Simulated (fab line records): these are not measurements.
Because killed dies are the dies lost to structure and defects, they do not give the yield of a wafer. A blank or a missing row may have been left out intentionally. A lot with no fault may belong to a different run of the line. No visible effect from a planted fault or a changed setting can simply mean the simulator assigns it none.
Chamber matching / flow n5 finfet / N5_BEOL_M10_PECVD_70 on pecvd-03: 3 sister chambers
The step deposits SiO2 from TEOS/O2, target thk 20 nm, time 22.7 s. 27 wafers are shown with their chamber, then 12 later ones without.

## WAFERS, EACH WITH ITS CHAMBER
wafer=L074.3; chamber=1; throttle valve pct (%)=21.7; showerhead plenum p Torr (Torr)=8.75; heater power w (W)=696
wafer=L074.5; chamber=0; throttle valve pct (%)=22.5; showerhead plenum p Torr (Torr)=8.89; heater power w (W)=647
wafer=L074.6; chamber=1; throttle valve pct (%)=21.9; showerhead plenum p Torr (Torr)=8.74; heater power w (W)=675
wafer=L078.3; chamber=0; throttle valve pct (%)=22.7; showerhead plenum p Torr (Torr)=8.87; heater power w (W)=768
wafer=L078.4; chamber=2; throttle valve pct (%)=20.3; showerhead plenum p Torr (Torr)=8.85; heater power w (W)=836
wafer=L078.6; chamber=1; throttle valve pct (%)=21.7; showerhead plenum p Torr (Torr)=8.74; heater power w (W)=702
wafer=L081.2; chamber=1; throttle valve pct (%)=21.9; showerhead plenum p Torr (Torr)=8.75; heater power w (W)=719
wafer=L081.4; chamber=1; throttle valve pct (%)=22.0; showerhead plenum p Torr (Torr)=8.74; heater power w (W)=709
wafer=L081.6; chamber=2; throttle valve pct (%)=20.3; showerhead plenum p Torr (Torr)=8.84; heater power w (W)=722
wafer=L082.2; chamber=0; throttle valve pct (%)=22.8; showerhead plenum p Torr (Torr)=8.89; heater power w (W)=740
wafer=L082.3; chamber=2; throttle valve pct (%)=20.5; showerhead plenum p Torr (Torr)=8.83; heater power w (W)=828
wafer=L082.6; chamber=1; throttle valve pct (%)=22.1; showerhead plenum p Torr (Torr)=8.75; heater power w (W)=618
wafer=L083.1; chamber=2; throttle valve pct (%)=20.1; showerhead plenum p Torr (Torr)=8.83; heater power w (W)=789
wafer=L083.3; chamber=0; throttle valve pct (%)=22.8; showerhead plenum p Torr (Torr)=8.88; heater power w (W)=661
wafer=L083.6; chamber=1; throttle valve pct (%)=21.7; showerhead plenum p Torr (Torr)=8.76; heater power w (W)=724
wafer=L084.1; chamber=2; throttle valve pct (%)=20.2; showerhead plenum p Torr (Torr)=8.84; heater power w (W)=694
wafer=L084.2; chamber=0; throttle valve pct (%)=22.9; showerhead plenum p Torr (Torr)=8.87; heater power w (W)=655
wafer=L084.5; chamber=0; throttle valve pct (%)=22.9; showerhead plenum p Torr (Torr)=8.86; heater power w (W)=650
wafer=L088.1; chamber=1; throttle valve pct (%)=22.0; showerhead plenum p Torr (Torr)=8.73; heater power w (W)=699
wafer=L088.2; chamber=2; throttle valve pct (%)=20.6; showerhead plenum p Torr (Torr)=8.84; heater power w (W)=688
wafer=L088.3; chamber=2; throttle valve pct (%)=20.2; showerhead plenum p Torr (Torr)=8.83; heater power w (W)=718
wafer=L089.1; chamber=1; throttle valve pct (%)=22.3; showerhead plenum p Torr (Torr)=8.71; heater power w (W)=689
wafer=L089.3; chamber=1; throttle valve pct (%)=21.8; showerhead plenum p Torr (Torr)=8.72; heater power w (W)=678
wafer=L089.4; chamber=2; throttle valve pct (%)=20.5; showerhead plenum p Torr (Torr)=8.84; heater power w (W)=837
wafer=L091.3; chamber=2; throttle valve pct (%)=20.4; showerhead plenum p Torr (Torr)=8.84; heater power w (W)=817
wafer=L091.4; chamber=1; throttle valve pct (%)=22.1; showerhead plenum p Torr (Torr)=8.75; heater power w (W)=605
wafer=L091.6; chamber=1; throttle valve pct (%)=21.9; showerhead plenum p Torr (Torr)=8.74; heater power w (W)=619

SIGNATURES (averages over the wafers above)
reading=throttle valve pct; chamber 0=22.767; chamber 1=21.925; chamber 2=20.344; scatter within a chamber=0.173
reading=showerhead plenum p Torr; chamber 0=8.8767; chamber 1=8.7400; chamber 2=8.8378; scatter within a chamber=0.0117
reading=heater power w; chamber 0=686.83; chamber 1=677.75; chamber 2=769.89; scatter within a chamber=52
Rule: a wafer's distance from a chamber is the root of the sum, over the readings, of the square of ((its reading less the chamber's mean) divided by the reading's scatter). The wafer belongs to the nearest chamber; if the next one is less than 2 further off, it can't be placed. The scatter: the root of (the sum of the squares of (reading less its chamber's mean) over the shown wafers, divided by (wafers less chambers)).

## WAFERS WHOSE CHAMBER IS MISSING
wafer=L090.2; throttle valve pct (%)=22.0; showerhead plenum p Torr (Torr)=8.75; heater power w (W)=701
wafer=L090.3; throttle valve pct (%)=23.1; showerhead plenum p Torr (Torr)=8.90; heater power w (W)=644
wafer=L090.5; throttle valve pct (%)=22.0; showerhead plenum p Torr (Torr)=8.73; heater power w (W)=730
wafer=L092.2; throttle valve pct (%)=23.0; showerhead plenum p Torr (Torr)=8.88; heater power w (W)=694
wafer=L092.4; throttle valve pct (%)=22.8; showerhead plenum p Torr (Torr)=8.88; heater power w (W)=680
wafer=L092.6; throttle valve pct (%)=22.0; showerhead plenum p Torr (Torr)=8.76; heater power w (W)=726
wafer=L094.1; throttle valve pct (%)=20.4; showerhead plenum p Torr (Torr)=8.81; heater power w (W)=709
wafer=L094.2; throttle valve pct (%)=21.9; showerhead plenum p Torr (Torr)=8.75; heater power w (W)=648
wafer=L094.3; throttle valve pct (%)=23.2; showerhead plenum p Torr (Torr)=8.87; heater power w (W)=731
wafer=L096.2; throttle valve pct (%)=20.4; showerhead plenum p Torr (Torr)=8.82; heater power w (W)=834
wafer=L096.3; throttle valve pct (%)=23.1; showerhead plenum p Torr (Torr)=8.87; heater power w (W)=666
wafer=L096.5; throttle valve pct (%)=21.9; showerhead plenum p Torr (Torr)=8.74; heater power w (W)=685

## WHICH CHAMBER EACH WENT THROUGH
wafer=L090.2; from the rows above=1; in truth=1
wafer=L090.3; from the rows above=0; in truth=0
wafer=L090.5; from the rows above=1; in truth=1
wafer=L092.2; from the rows above=0; in truth=0
wafer=L092.4; from the rows above=0; in truth=0
wafer=L092.6; from the rows above=1; in truth=1
wafer=L094.1; from the rows above=2; in truth=2
wafer=L094.2; from the rows above=1; in truth=1
wafer=L094.3; from the rows above=0; in truth=0
wafer=L096.2; from the rows above=2; in truth=2
wafer=L096.3; from the rows above=0; in truth=0
wafer=L096.5; from the rows above=1; in truth=1
Correct placement for 12 of the 12. Number that these rows cannot place: 0. Number placed wrongly: 0.
